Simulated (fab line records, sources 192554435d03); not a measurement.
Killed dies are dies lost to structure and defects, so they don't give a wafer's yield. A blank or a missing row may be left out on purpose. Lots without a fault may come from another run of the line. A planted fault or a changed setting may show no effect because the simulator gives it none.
Which tool did it? | flow n5_finfet | 12 lots, 36 wafers sampled, at 5 steps of a route of 1938

WHAT THE GAUGES READ, wafer by wafer
N5_ILD0_INSPECT_06: inspects for defects (darkfield).
lot  | measured    | on                | raw_defect_count
L075 | day 4 01:56 | defect_inspect-01 | 56 50 43
L077 | day 4 13:33 | defect_inspect-01 | 53 42 42
L079 | day 5 00:25 | defect_inspect-01 | 40 32 29
L081 | day 5 11:50 | defect_inspect-02 | 20 18 36
L083 | day 6 00:28 | defect_inspect-02 | 44 64 67
L085 | day 6 12:34 | defect_inspect-02 | 60 55 55
L087 | day 7 00:40 | defect_inspect-01 | 60 48 36
L089 | day 7 13:55 | defect_inspect-01 | 35 49 32
L091 | day 8 00:10 | defect_inspect-01 | 24 31 39
L093 | day 8 11:04 | defect_inspect-01 | 38 36 44
L095 | day 8 22:25 | defect_inspect-02 | 22 20 23
L097 | day 9 10:36 | defect_inspect-02 | 28 40 71

WHICH TOOL RAN EACH LOT (tool, then ch and the chambers of the sampled wafers, then the start)
lot  | N5_DUMMY_GATE_ETCH_42             | N5_SD_EPI_N_SD_RECESS_17        | N5_SD_EPI_P_ETCH_47               | N5_SD_ACTIVATION_RTA_00
L075 | rie_diel-03 ch 0,1,3, day 3 09:22 | rie_si-06 ch 1,2,3, day 3 11:23 | rie_diel-01 ch 0,2,3, day 3 15:39 | rtp_anneal-02 ch 0, day 3 18:55
L077 | rie_diel-03 ch 2,3, day 3 19:16   | rie_si-06 ch 0,3, day 3 21:52   | rie_diel-03 ch 0,2,3, day 4 02:52 | rtp_anneal-01 ch 0, day 4 06:17
L079 | rie_diel-03 ch 0,1,2, day 4 05:07 | rie_si-06 ch 1,2,3, day 4 07:07 | rie_diel-02 ch 0,1,3, day 4 12:31 | rtp_anneal-01 ch 0, day 4 16:35
L081 | rie_diel-01 ch 2,3, day 4 17:55   | rie_si-06 ch 1,2, day 4 20:19   | rie_diel-02 ch 1,2, day 5 00:50   | rtp_anneal-02 ch 0, day 5 04:15
L083 | rie_diel-01 ch 1,3, day 5 06:23   | rie_si-05 ch 1,2, day 5 08:47   | rie_diel-03 ch 1,3, day 5 13:53   | rtp_anneal-01 ch 0, day 5 17:08
L085 | rie_diel-03 ch 0,1,3, day 5 19:12 | rie_si-05 ch 0,1,2, day 5 21:05 | rie_diel-03 ch 0,1,3, day 6 02:06 | rtp_anneal-01 ch 0, day 6 05:24
L087 | rie_diel-01 ch 0,1,2, day 6 06:56 | rie_si-05 ch 0,3, day 6 09:26   | rie_diel-03 ch 0,2,3, day 6 13:54 | rtp_anneal-01 ch 0, day 6 17:20
L089 | rie_diel-02 ch 0,1,3, day 6 17:22 | rie_si-03 ch 0,1,3, day 6 19:29 | rie_diel-03 ch 0,2,3, day 7 01:20 | rtp_anneal-02 ch 0, day 7 06:22
L091 | rie_diel-01 ch 1,3, day 7 03:59   | rie_si-05 ch 0,2,3, day 7 06:25 | rie_diel-01 ch 1,2,3, day 7 12:54 | rtp_anneal-02 ch 0, day 7 16:12
L093 | rie_diel-02 ch 1,2,3, day 7 17:59 | rie_si-03 ch 0,1,2, day 7 20:14 | rie_diel-02 ch 2,3, day 8 00:27   | rtp_anneal-02 ch 0, day 8 03:44
L095 | rie_diel-02 ch 0,1,2, day 8 05:02 | rie_si-06 ch 0,1,3, day 8 06:59 | rie_diel-03 ch 1,2,3, day 8 11:25 | rtp_anneal-01 ch 0, day 8 15:13
L097 | rie_diel-01 ch 0,2,3, day 8 17:48 | rie_si-03 ch 1,2,3, day 8 19:48 | rie_diel-01 ch 0,2,3, day 8 23:59 | rtp_anneal-02 ch 0, day 9 03:16
- N5_DUMMY_GATE_ETCH_42: etches SiO2 in CHF3/O2, target depth 3.5 nm, time 31 s.
- N5_SD_EPI_N_SD_RECESS_17: chemistry HBr/Cl2/O2, target depth 41 nm, time 23.7 s, bt time 3 s.
- N5_SD_EPI_P_ETCH_47: etches SiOCN in CH3F/O2, target depth 25 nm.
- N5_SD_ACTIVATION_RTA_00: time 0 s.

THE ANSWER, worked out from the rows above alone
Rule: what is usual is taken from the lots themselves. Put in order of their means at a reading, lots are off if they are a third of the lots or fewer, leave a main group of 4 or more, and stand apart from it by a gap of 3 or more times the standard deviation of the main group's means; of several such gaps the widest counts. A main group whose means are all the same, to the digits that the tables above print for the reading, isn't used. A lot without any number at a reading at which 4 lots or more have one is off too. The other lots that the step has rows for count as sound.
No lot is off at any reading shown: from this, nothing can be told.

WHAT THE SIMULATOR HAD PUT IN
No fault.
